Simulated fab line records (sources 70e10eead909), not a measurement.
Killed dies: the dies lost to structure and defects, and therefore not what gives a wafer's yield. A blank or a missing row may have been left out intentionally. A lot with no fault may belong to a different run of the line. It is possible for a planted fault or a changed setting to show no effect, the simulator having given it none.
fab line records    flow nandHarc    part 2 of 2: steps 27 to 32 of 32
record: lots: 5  wafers: 15  lastDay: 34
route steps=1302 shown A_STAIRCASE@645
lots with no fault: from the same line, run without faults
startH: hours from the record's first day to the start of the lot's first wafer shown    waitH: hours from the lot's prior step to this one    " identical to the entry in the row above    L1.1+2: one row covering several wafers at once    - value missing, or start not given    * or withheld: withheld    < > ~ a bound
route shown NAME@n: names a module that has steps shown in the file, with the first one's number in the route    usual: mean and standard deviation over wafers with no fault    same: alike in all rows    chamber/n: place in a boat    sites: readings site by site    _std_site: standard deviation of those values    _edge_site: inner sites' mean taken away from outer sites' mean    radiusMm: how far each site lies from the wafer's centre    mask NAME#n: copy n    behind: the last tool/chamber to shape the wafer    hold: why the lot went on hold/how many hours it stayed there/how the hold came to an end    device: which transistor (n, p or np) failed to switch    end of line: the tests these same wafers got at the end of their route    a step without rows: its recipe alone    killed: dies lost to structure and defects at the first sort, not the wafer's yield    map: shows each die of a wafer: x if killed, . if not, _ if none is there
set.NAME: the setting that was run; set.NAME@STEP: the one run at that earlier step    model.NAME: the simulator's own value behind a step, which no gauge read
lots at some steps of the route; a table a step, a row a wafer
services: when a tool's chamber went out of use (startH, in hours from the record's first day, below 0 if earlier), for how many hours, and the reason
== steps ==
step: NHARC_A_STAIRCASE_ETCH_17
recipe: targetDepthA: 1000  timeS: 40.5  ionEnergyEv: 400  c4f8FlowSccm: 20  o2FlowSccm: 10  arFlowSccm: withheld  rfW: 600  biasW: 1000  chemistry: C4F8/O2
usual: oesProductAu: 0.941/0.011  rfVppV: 894/5.7
lot.wafer  tool        chamber  startH  waitH  oesProductAu  rfHoursCounterH  rfVppV
L088.5     rieDiel-02  3        -       -      0.939         -                887
L088.6     "           0        "       "      0.944         -                888
L088.4     "           1        "       "      0.956         -                889
L090.3     rieDiel-04  0        -       -      0.944         44               888
L090.5     "           0        "       "      0.936         -                887
L090.6     "           1        "       "      0.936         -                890
L089.1     rieDiel-02  0        -       -      0.944         27               889
L089.6     "           1        "       "      0.947         -                890
L089.5     "           2        "       "      0.944         -                896
L095.2     rieDiel-06  1        -       -      0.949         22               899
L095.1     "           2        "       "      0.929         26               889
L095.3     "           3        "       "      0.938         25               905
L097.2     rieDiel-06  2        -       -      0.953         31               890
L097.3     "           1        "       "      0.969         27               899
L097.5     "           3        "       "      0.934         -                904
step: NHARC_A_STAIRCASE_TRIM_18
recipe: timeS: 211.2  o2FlowSccm: 500  arFlowSccm: 0  biasW: 0  chemistry: O2
usual: drypumpMotorCurrentA: 5.9/0.31  oesProductAu: 0.999/0.011  rfVppV: 57.6/0.81  showerheadPlenumPTorr: 3.46/0.15  throttleValvePct: 17.036/0.0087
lot.wafer  tool        chamber  startH  waitH  drypumpMotorCurrentA  oesProductAu  rfHoursCounterH  rfVppV  showerheadPlenumPTorr  throttleValvePct
L088.5     rieDiel-02  0        -       -      5.9                   0.991         -                57.5    3.31                   17.048
L088.6     "           1        "       "      5.8                   1.007         -                56.8    3.37                   17.038
L088.4     "           3        "       "      6.1                   0.986         -                57.5    3.31                   17.032
L090.3     rieDiel-04  1        -       -      6.0                   0.994         42               59.0    3.37                   17.038
L090.5     "           0        "       "      5.7                   1.009         -                57.2    3.31                   17.020
L090.6     "           1        "       "      6.0                   1.011         -                58.3    3.37                   17.021
L089.1     rieDiel-02  3        -       -      6.1                   0.998         37               55.8    3.31                   17.017
L089.5     "           1        "       "      5.8                   0.995         -                58.0    3.37                   17.041
L089.6     "           2        "       "      6.1                   1.012         -                57.1    3.53                   17.024
L095.1     rieDiel-06  0        -       -      5.2                   0.989         17               57.9    3.51                   17.045
L095.3     "           1        "       "      6.1                   1.021         22               58.4    3.61                   17.025
L095.2     "           2        "       "      6.2                   0.996         26               57.3    3.38                   17.046
L097.2     rieDiel-06  2        -       -      6.2                   0.994         31               59.9    3.38                   17.044
L097.3     "           3        "       "      5.8                   0.995         30               58.3    3.76                   17.037
L097.5     "           1        "       "      6.0                   1.011         -                58.5    3.61                   17.046
step: NHARC_A_STAIRCASE_ETCH_19
recipe: targetDepthA: 1000  timeS: 40.5  ionEnergyEv: 400  c4f8FlowSccm: 20  o2FlowSccm: 10  arFlowSccm: withheld  rfW: 600  biasW: 1000  chemistry: C4F8/O2
usual: oesProductAu: 0.943/0.011  rfVppV: 893/5.5
lot.wafer  tool        chamber  startH  waitH  oesProductAu  rfHoursCounterH  rfVppV
L088.4     rieDiel-02  1        -       -      0.947         -                889
L088.6     "           3        "       "      0.934         -                888
L088.5     "           0        "       "      0.942         -                888
L090.3     rieDiel-04  0        -       -      0.962         45               888
L090.5     "           3        "       "      0.939         -                887
L090.6     "           1        "       "      0.947         -                890
L089.1     rieDiel-02  2        -       -      0.960         35               897
L089.5     "           1        "       "      0.956         -                891
L089.6     "           2        "       "      0.950         -                897
L095.2     rieDiel-06  0        -       -      0.939         17               895
L095.1     "           1        "       "      0.978         22               898
L095.3     "           3        "       "      0.950         25               905
L097.2     rieDiel-06  0        -       -      0.938         18               896
L097.3     "           1        "       "      0.957         27               899
L097.5     "           2        "       "      0.941         -                891
step: NHARC_A_STAIRCASE_TRIM_20
recipe: timeS: 211.2  o2FlowSccm: 500  arFlowSccm: 0  biasW: 0  chemistry: O2
usual: drypumpMotorCurrentA: 5.9/0.31  oesProductAu: 0.999/0.01  rfVppV: 57.7/1  showerheadPlenumPTorr: 3.45/0.15  throttleValvePct: 17.036/0.0097
lot.wafer  tool        chamber  startH  waitH  drypumpMotorCurrentA  oesProductAu  rfHoursCounterH  rfVppV  showerheadPlenumPTorr  throttleValvePct
L088.4     rieDiel-06  0        501.87  0.1    5.2                   0.993         0                57.7    3.52                   17.024
L088.6     "           1        "       "      6.0                   1.019         -                56.2    3.62                   17.028
L088.5     "           2        "       "      6.2                   0.995         -                59.4    3.39                   17.054
L090.3     rieDiel-06  0        509.90  0.1    5.2                   0.987         2                57.2    3.52                   17.035
L090.5     "           0        "       "      5.2                   0.995         -                58.3    3.52                   17.042
L090.6     "           1        "       "      6.1                   1.012         -                58.8    3.62                   17.028
L089.1     rieDiel-02  0        512.75  0.1    5.9                   1.004         27               56.4    3.31                   17.038
L089.5     "           2        "       "      6.1                   1.019         -                59.1    3.53                   17.050
L089.6     "           3        "       "      6.1                   1.001         -                58.1    3.31                   17.029
L095.2     rieDiel-02  3        563.04  0.1    6.1                   0.984         52               55.9    3.30                   17.046
L095.1     "           0        "       "      5.9                   0.996         40               58.0    3.31                   17.022
L095.3     "           1        "       "      5.8                   0.997         45               56.9    3.36                   17.034
L097.2     rieDiel-06  3        580.01  0.1    5.8                   1.008         30               58.4    3.76                   17.051
L097.3     "           1        "       "      6.0                   1.016         27               58.7    3.61                   17.029
L097.5     "           3        "       "      5.8                   1.008         -                58.0    3.76                   17.015
step: NHARC_A_STAIRCASE_ETCH_21
recipe: targetDepthA: 1000  timeS: 40.5  ionEnergyEv: 400  c4f8FlowSccm: 20  o2FlowSccm: 10  arFlowSccm: withheld  rfW: 600  biasW: 1000  chemistry: C4F8/O2
usual: oesProductAu: 0.951/0.018  rfVppV: 893/5.7
lot.wafer  tool        chamber  startH  waitH  oesProductAu  rfHoursCounterH  rfVppV
L088.4     rieDiel-06  1        -       -      0.965         0                900
L088.5     "           3        "       "      0.990         -                904
L088.6     "           0        "       "      0.970         -                896
L090.3     rieDiel-06  0        -       -      0.947         2                895
L090.6     "           1        "       "      0.958         -                901
L090.5     "           2        "       "      0.947         -                893
L089.1     rieDiel-02  1        -       -      0.940         33               890
L089.6     "           3        "       "      0.937         -                887
L089.5     "           0        "       "      0.929         -                888
L095.1     rieDiel-02  3        -       -      0.950         52               889
L095.3     "           0        "       "      0.952         40               888
L095.2     "           1        "       "      0.965         45               889
L097.2     rieDiel-06  3        -       -      0.955         30               906
L097.3     "           1        "       "      0.957         27               899
L097.5     "           0        "       "      0.925         -                896
step: NHARC_A_STAIRCASE_TRIM_22
recipe: timeS: 211.2  o2FlowSccm: 500  arFlowSccm: 0  biasW: 0  chemistry: O2
usual: drypumpMotorCurrentA: 5.9/0.32  oesProductAu: 0.999/0.0095  rfVppV: 57.6/0.82  showerheadPlenumPTorr: 3.46/0.15  throttleValvePct: 17.035/0.0089
lot.wafer  tool        chamber  startH  waitH  drypumpMotorCurrentA  oesProductAu  rfHoursCounterH  rfVppV  showerheadPlenumPTorr  throttleValvePct
L088.4     rieDiel-06  1        -       -      6.0                   1.011         0                57.5    3.62                   17.028
L088.5     "           0        "       "      5.2                   0.994         -                58.4    3.52                   17.036
L088.6     "           1        "       "      6.0                   0.999         -                58.5    3.62                   17.050
L090.3     rieDiel-06  0        -       -      5.2                   1.003         2                57.0    3.52                   17.025
L090.6     "           0        "       "      5.2                   0.990         -                57.7    3.52                   17.035
L090.5     "           1        "       "      6.0                   1.000         -                58.7    3.62                   17.036
L089.1     rieDiel-02  0        -       -      5.9                   1.000         27               57.6    3.31                   17.041
L089.5     "           2        "       "      6.1                   1.012         -                58.0    3.53                   17.033
L089.6     "           3        "       "      6.1                   0.996         -                56.6    3.31                   17.037
L095.2     rieDiel-02  1        -       -      5.8                   0.999         45               56.9    3.36                   17.030
L095.3     "           2        "       "      6.1                   1.005         49               59.8    3.53                   17.037
L095.1     "           3        "       "      6.1                   1.004         52               57.3    3.30                   17.033
L097.3     rieDiel-06  0        -       -      5.2                   0.986         18               57.7    3.51                   17.036
L097.2     "           2        "       "      6.2                   1.006         31               56.8    3.38                   17.043
L097.5     "           3        "       "      5.8                   0.999         -                58.3    3.76                   17.040
== services ==
tool            chamber  startH  hours  kind
krfScanner-03   -        475.40  4.8    repair
krfScanner-01   -        484.00  4.0    pm
rieDiel-06      -        485.34  9.0    pm
rieDiel-06      0        485.34  9.0    ventCycle
rieDiel-06      1        485.34  9.0    ventCycle
rieDiel-06      2        485.34  9.0    ventCycle
rieDiel-06      3        485.34  9.0    ventCycle
rieDiel-06      0        494.34  -      clean
krfScanner-02   -        500.03  0.7    repair
rieDiel-02      2        500.57  1.9    repair
rieDiel-04      2        506.47  6.2    repair
wetBench-07     -        512.00  8.0    pm
krfScanner-02   -        512.67  0.2    repair
plasmaAsher-01  -        519.17  9.0    pm
rieDiel-06      0        524.67  9.9    repair
rieDiel-04      -        532.18  9.0    pm
plasmaAsher-02  -        542.65  12.6   repair
wetBench-06     -        545.60  8.0    pm
rieDiel-06      1        551.05  2.3    repair
wetBench-02     -        557.74  5.3    repair
rieDiel-06      0        565.19  10.4   repair
krfScanner-03   -        569.56  4.0    pm
krfScanner-02   -        573.13  16.1   repair
rieDiel-02      -        573.36  9.0    pm
